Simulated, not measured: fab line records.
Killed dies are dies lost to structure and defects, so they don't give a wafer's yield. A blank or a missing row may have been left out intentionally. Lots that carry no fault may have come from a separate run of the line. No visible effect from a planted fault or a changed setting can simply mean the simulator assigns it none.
Matching of chambers    flow n5Finfet    N5_MOL_CONTACT_COAG_VIA_ETCH_117 on rieDiel-04 has 4 sister chambers
The step etches SiO2 in C4F6/O2, target depth 40 nm, overetch 8 nm, time 26 s. 8 wafers are shown with their chamber, then 12 later ones without.

## WAFERS WITH THEIR CHAMBER
wafer   chamber  rfVppV (V)  showerheadPlenumPTorr (Torr)
L082.6  2        1621        2.88
L084.4  3        1582        2.73
L087.1  1        1645        2.92
L087.2  0        1653        2.87
L087.3  3        1582        2.72
L087.4  2        1619        2.88
L087.5  0        1653        2.87
L087.6  1        1645        2.92

## WAFERS WHOSE CHAMBER IS MISSING
wafer   rfVppV (V)  showerheadPlenumPTorr (Torr)
L090.3  1652        2.87
L090.4  1582        2.72
L090.6  1646        2.92
L093.2  1582        2.72
L093.3  1644        2.92
L093.4  1653        2.87
L094.2  1620        2.87
L094.3  1645        2.92
L094.6  1652        2.87
L096.1  1618        2.87
L096.3  1652        2.86
L096.5  1619        2.87

## WHICH CHAMBER EACH WENT THROUGH
wafer   from the rows above  in truth
L090.3  0                    0
L090.4  3                    3
L090.6  1                    1
L093.2  3                    3
L093.3  1                    1
L093.4  0                    0
L094.2  2                    2
L094.3  1                    1
L094.6  0                    0
L096.1  2                    2
L096.3  0                    0
L096.5  2                    2
Correct placement for 12 of the 12. Not placeable from these rows: 0. 0 placed wrongly.
How it was worked out, from the rows above alone: a wafer's distance from a chamber is the root of the sum, over the readings, of the square of ((its reading less the chamber's mean) divided by the reading's scatter). If the next closest chamber is less than 2 further off than the closest, the wafer can't be placed; otherwise it belongs to the closest. The mean given for a chamber averages the wafers shown for that chamber. The scatter is the square root of a quotient: the sum, over the shown wafers, of each reading's squared deviation from its chamber's mean, divided by wafers minus chambers.
